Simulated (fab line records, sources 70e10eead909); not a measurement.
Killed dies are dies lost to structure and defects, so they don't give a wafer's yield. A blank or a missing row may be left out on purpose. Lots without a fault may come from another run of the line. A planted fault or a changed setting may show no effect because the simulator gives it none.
Chamber matching | flow nand_harc | NHARC_P_CONTACT_DESCUM_17 on rie_diel-10: 4 sister chambers
The step chemistry O2, time 3 s. 14 wafers are shown with their chamber, then 7 later ones without.

WAFERS WITH THEIR CHAMBER
wafer  | chamber | showerhead_plenum_p_Torr (Torr) | drypump_motor_current_A (A) | throttle_valve_pct (%)
L075.4 | 3       | 1.84                            | 5.9                         | 11.308
L075.5 | 0       | 1.80                            | 5.3                         | 11.315
L075.6 | 3       | 1.84                            | 6.0                         | 11.307
L077.2 | 2       | 1.95                            | 5.7                         | 11.316
L077.4 | 3       | 1.84                            | 5.9                         | 11.302
L077.5 | 1       | 1.92                            | 5.7                         | 11.307
L083.3 | 2       | 1.95                            | 5.7                         | 11.302
L083.5 | 2       | 1.95                            | 5.7                         | 11.302
L083.6 | 0       | 1.80                            | 5.3                         | 11.320
L084.2 | 1       | 1.91                            | 5.7                         | 11.317
L084.3 | 0       | 1.80                            | 5.3                         | 11.319
L084.6 | 1       | 1.91                            | 5.7                         | 11.320
L085.2 | 2       | 1.95                            | 5.7                         | 11.295
L085.4 | 1       | 1.91                            | 5.8                         | 11.332

SIGNATURES (means of the wafers above)
reading                  | chamber 0 | chamber 1 | chamber 2 | chamber 3 | scatter within a chamber
showerhead_plenum_p_Torr | 1.8000    | 1.9125    | 1.9500    | 1.8400    | 0.00274
drypump_motor_current_A  | 5.300     | 5.725     | 5.700     | 5.933     | 0.0376
throttle_valve_pct       | 11.31800  | 11.31900  | 11.30375  | 11.30567  | 0.00765
Rule: a wafer's distance from a chamber is the root of the sum, over the readings, of the square of ((its reading less the chamber's mean) divided by the reading's scatter). The wafer belongs to the nearest chamber; if the next one is less than 2 further off, it can't be placed. The scatter: the root of (the sum of the squares of (reading less its chamber's mean) over the shown wafers, divided by (wafers less chambers)).

WAFERS WITHOUT THEIR CHAMBER
wafer  | showerhead_plenum_p_Torr (Torr) | drypump_motor_current_A (A) | throttle_valve_pct (%)
L085.5 | 1.80                            | 5.3                         | 11.305
L087.1 | 1.91                            | 5.8                         | 11.315
L087.5 | 1.95                            | 5.7                         | 11.307
L087.6 | 1.83                            | 5.9                         | 11.305
L089.1 | 1.91                            | 5.7                         | 11.306
L089.5 | 1.95                            | 5.7                         | 11.297
L089.6 | 1.91                            | 5.7                         | 11.304

WHICH CHAMBER EACH WENT THROUGH
wafer  | from the rows above | in truth
L085.5 | 0                   | 0
L087.1 | 1                   | 1
L087.5 | 2                   | 2
L087.6 | 3                   | 3
L089.1 | 1                   | 1
L089.5 | 2                   | 2
L089.6 | 1                   | 1
Placed correctly: 7 of 7. Can't be placed from these rows: 0. Placed wrongly: 0.
